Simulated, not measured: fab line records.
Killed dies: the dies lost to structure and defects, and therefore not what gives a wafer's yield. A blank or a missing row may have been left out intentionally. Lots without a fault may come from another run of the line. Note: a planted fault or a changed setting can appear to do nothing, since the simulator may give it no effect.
The tool behind it: which one? | flow nandHarc | 11 lots with 32 wafers sampled at 5 steps, on a route of 1302 steps

WHAT THE GAUGES READ, wafer by wafer
NHARC_END_SORT_01. Usual: killedAtArray 55, standard deviation 17; killedAtOther 1.1, standard deviation 1.6; killedAtPeriphery 3.8, standard deviation 2.5; killedDies 60, standard deviation 18; killedOpen 3.3, standard deviation 1.9; killedShort 2.5, standard deviation 1.7.
lot  | measured     | on        | killedAtArray | killedAtOther | killedAtPeriphery | killedDies | killedOpen | killedShort | flag
L590 | day 30 15:14 | prober-01 | 280 219 78    | 0 0 0         | 4 2 5             | 284 221 83 | 2 3 5      | 5 1 3       | OFF

EACH LOT AND THE TOOL THAT RAN IT (in order: tool; ch and the chambers of the sampled wafers; start)
lot  | NHARC_A_CHANNEL_HOLE_D2_ETCH_38   | NHARC_A_CHANNEL_HOLE_D2_ETCH_34   | NHARC_A_CHANNEL_HOLE_D2_ETCH_22 | NHARC_A_CHANNEL_HOLE_D2_ETCH_23
L574 | rieDiel-10 ch 1,2, day 13 15:38   | rieDiel-10 ch 0,2,3, day 13 15:59 | harEtch-01 ch 0,1, day 13 17:53 | harEtch-01 ch 0,1, day 13 18:31
L575 | rieDiel-10 ch 1,2,3, day 13 21:48 | rieDiel-10 ch 0,1,2, day 13 22:09 | harEtch-02 ch 0,1, day 13 23:46 | harEtch-02 ch 0,1, day 14 00:21
L577 | rieDiel-05 ch 0,2,3, day 15 02:22 | rieDiel-05 ch 0,1, day 15 02:43   | harEtch-02 ch 0,1, day 15 05:22 | harEtch-02 ch 0,1, day 15 05:57
L579 | rieDiel-05 ch 0,3, day 16 05:41   | rieDiel-05 ch 1,2, day 16 06:02   | harEtch-02 ch 0,1, day 16 10:25 | harEtch-02 ch 0,1, day 16 11:02
L588 | rieDiel-05 ch 0,1, day 19 21:04   | rieDiel-05 ch 0,1,3, day 19 21:26 | harEtch-02 ch 0,1, day 19 23:13 | harEtch-02 ch 0,1, day 19 23:49
L590 | rieDiel-10 ch 1,2, day 19 21:13   | rieDiel-10 ch 0,3, day 19 21:34   | harEtch-01 ch 0,1, day 19 23:16 | harEtch-01 ch 0,1, day 19 23:52
L589 | rieDiel-10 ch 0,3, day 19 22:01   | rieDiel-10 ch 0,3, day 19 22:22   | harEtch-02 ch 0, day 20 03:16   | harEtch-02 ch 0, day 20 03:52
L591 | rieDiel-05 ch 0,3, day 20 09:29   | rieDiel-05 ch 0,1,2, day 20 09:50 | harEtch-02 ch 0,1, day 20 15:17 | harEtch-02 ch 0,1, day 20 15:52
L594 | rieDiel-05 ch 0,1,3, day 21 17:45 | rieDiel-05 ch 0,1,3, day 21 18:06 | harEtch-01 ch 0,1, day 21 19:53 | harEtch-01 ch 0,1, day 21 20:28
L595 | rieDiel-05 ch 0,2, day 22 07:33   | rieDiel-05 ch 0,1,2, day 22 07:53 | harEtch-02 ch 0,1, day 22 10:04 | harEtch-02 ch 0,1, day 22 10:40
L596 | rieDiel-05 ch 1,3, day 22 21:02   | rieDiel-05 ch 0,1,2, day 22 21:24 | harEtch-01 ch 0,1, day 23 01:19 | harEtch-01 ch 0,1, day 23 01:53
- NHARC_A_CHANNEL_HOLE_D2_ETCH_38: etches the open film in CF4, target depth 39 nm, time 65 s.
- NHARC_A_CHANNEL_HOLE_D2_ETCH_34: etches the open film in CF4/CHF3, target depth 154 nm, time 77 s.
- NHARC_A_CHANNEL_HOLE_D2_ETCH_22: etches the open film in C4F8/O2/Ar, time 666.7 s, target depth 1600 nm.
- NHARC_A_CHANNEL_HOLE_D2_ETCH_23: etches the open film in C4F8/O2/Ar, time 819 s, target depth 1600 nm.

AS READ BY THE TOOLS THEMSELVES (means over the sampled wafers that have a number; for cases with no such wafer, the mark the record gives instead)
NHARC_A_CHANNEL_HOLE_D2_ETCH_38. Usual: chamberPressureMTorr 50.00 mTorr, standard deviation 0.049; drypumpMotorCurrentA 5.99 A, standard deviation 0.26; oesProductAu 1.001 a.u., standard deviation 0.0097; rfVppV 151.2 V, standard deviation 1.2; showerheadPlenumPTorr 1.76 Torr, standard deviation 0.074; throttleValvePct 13.284 %, standard deviation 0.0095.
lot  | tool       | chamberPressureMTorr (mTorr) | drypumpMotorCurrentA (A) | oesProductAu (a.u.) | rfVppV (V) | showerheadPlenumPTorr (Torr) | throttleValvePct (%) | flag
L574 | rieDiel-10 | 50.03                        | 6.07                     | 1.000               | 151.4      | 1.73                         | 13.277               | 
L575 | rieDiel-10 | 49.97                        | 6.06                     | 1.005               | 151.4      | 1.77                         | 13.287               | 
L577 | rieDiel-05 | 49.99                        | 6.00                     | 1.012               | 151.6      | 1.80                         | 13.287               | 
L579 | rieDiel-05 | 49.99                        | 6.07                     | 1.003               | 151.4      | 1.76                         | 13.292               | 
L588 | rieDiel-05 | 49.94                        | 5.59                     | 0.992               | 152.2      | 1.81                         | 13.286               | 
L590 | rieDiel-10 | 49.97                        | 6.03                     | 1.001               | 151.9      | 1.78                         | 13.279               | 
L589 | rieDiel-10 | 49.99                        | 6.12                     | 0.997               | 152.4      | 1.79                         | 13.286               | 
L591 | rieDiel-05 | 49.98                        | 5.81                     | 0.988               | 152.2      | 1.81                         | 13.281               | 
L594 | rieDiel-05 | 50.03                        | 5.86                     | 0.997               | 152.3      | 1.75                         | 13.285               | 
L595 | rieDiel-05 | 50.02                        | 5.71                     | 0.993               | 152.0      | 1.85                         | 13.284               | 
L596 | rieDiel-05 | 50.02                        | 6.13                     | 0.994               | 150.1      | 1.69                         | 13.279               | 

NHARC_A_CHANNEL_HOLE_D2_ETCH_34. Usual: chamberPressureMTorr 24.998 mTorr, standard deviation 0.023; drypumpMotorCurrentA 5.98 A, standard deviation 0.25; oesProductAu 0.959 a.u., standard deviation 0.019; rfVppV 370.4 V, standard deviation 2.4; showerheadPlenumPTorr 1.57 Torr, standard deviation 0.065; throttleValvePct 16.804 %, standard deviation 0.0085.
lot  | tool       | chamberPressureMTorr (mTorr) | drypumpMotorCurrentA (A) | oesProductAu (a.u.) | rfVppV (V) | showerheadPlenumPTorr (Torr) | throttleValvePct (%) | flag
L574 | rieDiel-10 | 24.998                       | 6.10                     | 0.964               | 371.5      | 1.61                         | 16.801               | 
L575 | rieDiel-10 | 24.990                       | 6.10                     | 0.969               | 371.0      | 1.57                         | 16.805               | 
L577 | rieDiel-05 | 25.003                       | 5.60                     | 0.940               | 372.2      | 1.60                         | 16.798               | 
L579 | rieDiel-05 | 24.981                       | 6.01                     | 0.963               | 370.8      | 1.58                         | 16.802               | 
L588 | rieDiel-05 | 24.990                       | 5.85                     | 0.963               | 370.2      | 1.55                         | 16.796               | 
L590 | rieDiel-10 | 24.989                       | 6.12                     | 0.881               | 371.0      | 1.59                         | 16.807               | OFF
L589 | rieDiel-10 | 24.968                       | 6.17                     | 0.939               | 371.1      | 1.59                         | 16.801               | 
L591 | rieDiel-05 | 25.005                       | 5.79                     | 0.918               | 371.8      | 1.59                         | 16.811               | 
L594 | rieDiel-05 | 25.027                       | 5.87                     | 0.968               | 369.8      | 1.55                         | 16.799               | 
L595 | rieDiel-05 | 24.991                       | 5.80                     | 0.972               | 371.6      | 1.59                         | 16.802               | 
L596 | rieDiel-05 | 25.015                       | 5.81                     | 0.959               | 371.0      | 1.59                         | 16.803               | 

NHARC_A_CHANNEL_HOLE_D2_ETCH_22. Usual: chamberPressureMTorr 20.002 mTorr, standard deviation 0.018; drypumpMotorCurrentA 6.0 A, standard deviation 0.38; o2FlowSccm 35.71 sccm, standard deviation 0.1; showerheadPlenumPTorr 3.76 Torr, standard deviation 0.13; throttleValvePct 32.156 %, standard deviation 0.0088.
lot  | tool       | chamberPressureMTorr (mTorr) | drypumpMotorCurrentA (A) | o2FlowSccm (sccm) | showerheadPlenumPTorr (Torr) | throttleValvePct (%) | flag
L574 | harEtch-01 | 20.017                       | 5.8                      | 35.73             | 3.70                         | 32.163               | 
L575 | harEtch-02 | 20.005                       | 6.3                      | 35.82             | 3.67                         | 32.154               | 
L577 | harEtch-02 | 19.987                       | 6.3                      | 35.73             | 3.66                         | 32.153               | 
L579 | harEtch-02 | 20.012                       | 6.3                      | 35.73             | 3.65                         | 32.157               | 
L588 | harEtch-02 | 19.988                       | 6.3                      | 35.68             | 3.90                         | 32.146               | 
L590 | harEtch-01 | 20.002                       | 5.9                      | 35.67             | 3.65                         | 32.167               | 
L589 | harEtch-02 | 20.014                       | 6.6                      | 35.86             | 3.91                         | 32.151               | 
L591 | harEtch-02 | 20.006                       | 6.0                      | 35.65             | 3.88                         | 32.154               | 
L594 | harEtch-01 | 19.990                       | 5.9                      | 35.72             | 3.63                         | 32.151               | 
L595 | harEtch-02 | 20.004                       | 6.0                      | 35.80             | 3.87                         | 32.148               | 
L596 | harEtch-01 | 19.998                       | 5.8                      | 35.80             | 3.62                         | 32.147               | 

NHARC_A_CHANNEL_HOLE_D2_ETCH_23. Usual: chamberPressureMTorr 20.001 mTorr, standard deviation 0.019; drypumpMotorCurrentA 6.0 A, standard deviation 0.38; o2FlowSccm 35.71 sccm, standard deviation 0.1; showerheadPlenumPTorr 3.76 Torr, standard deviation 0.13; throttleValvePct 32.154 %, standard deviation 0.0091.
lot  | tool       | chamberPressureMTorr (mTorr) | drypumpMotorCurrentA (A) | o2FlowSccm (sccm) | showerheadPlenumPTorr (Torr) | throttleValvePct (%) | flag
L574 | harEtch-01 | 19.999                       | 5.8                      | 35.61             | 3.70                         | 32.158               | 
L575 | harEtch-02 | 20.003                       | 6.3                      | 35.78             | 3.67                         | 32.158               | 
L577 | harEtch-02 | 19.992                       | 6.3                      | 35.55             | 3.66                         | 32.147               | 
L579 | harEtch-02 | 19.999                       | 6.3                      | 35.65             | 3.65                         | 32.149               | 
L588 | harEtch-02 | 19.993                       | 6.3                      | 35.69             | 3.90                         | 32.156               | 
L590 | harEtch-01 | 19.991                       | 5.9                      | 35.74             | 3.65                         | 32.160               | 
L589 | harEtch-02 | 20.003                       | 6.6                      | 35.69             | 3.91                         | 32.163               | 
L591 | harEtch-02 | 19.973                       | 6.0                      | 35.72             | 3.88                         | 32.150               | 
L594 | harEtch-01 | 19.978                       | 5.9                      | 35.66             | 3.63                         | 32.161               | 
L595 | harEtch-02 | 19.981                       | 6.0                      | 35.72             | 3.87                         | 32.159               | 
L596 | harEtch-01 | 19.987                       | 5.8                      | 35.78             | 3.62                         | 32.153               | 

THE ANSWER, worked out from the rows above alone
Rule: a lot counts as off when the mean over its wafers that have a number is more than 3 standard deviations away from the usual mean. Also off: a lot with no number at a reading for which 4 or more lots have one. Where the step has rows for the other lots, those lots are counted as sound. The gauges are gone through in route order, then the tools' own readings, and for those a lot's mean is taken as printed above. The first step at which some lot is off is used, and at that step the reading that is off furthest; a lot without a number counts as furthest.
Off: L590 (NHARC_END_SORT_01, killedAtArray). Neither off nor sound, because the step has no rows for them: L574, L575, L577, L579, L588, L589, L591, L594, L595, L596.
If a tool, at a process step before that reading, ran all the lots that are off and no sound lot after the first of them, it fits. The gauges at NHARC_END_SORT_01 aren't tried: what is off there is off at NHARC_A_CHANNEL_HOLE_D2_ETCH_34 too, on other tools, and a gauge's error can't cause that. Undecided on this evidence; 2 tools fit (rieDiel-10 at NHARC_A_CHANNEL_HOLE_D2_ETCH_38 and NHARC_A_CHANNEL_HOLE_D2_ETCH_34, harEtch-01 at NHARC_A_CHANNEL_HOLE_D2_ETCH_22 and NHARC_A_CHANNEL_HOLE_D2_ETCH_23).

WHAT THE SIMULATOR PUT IN
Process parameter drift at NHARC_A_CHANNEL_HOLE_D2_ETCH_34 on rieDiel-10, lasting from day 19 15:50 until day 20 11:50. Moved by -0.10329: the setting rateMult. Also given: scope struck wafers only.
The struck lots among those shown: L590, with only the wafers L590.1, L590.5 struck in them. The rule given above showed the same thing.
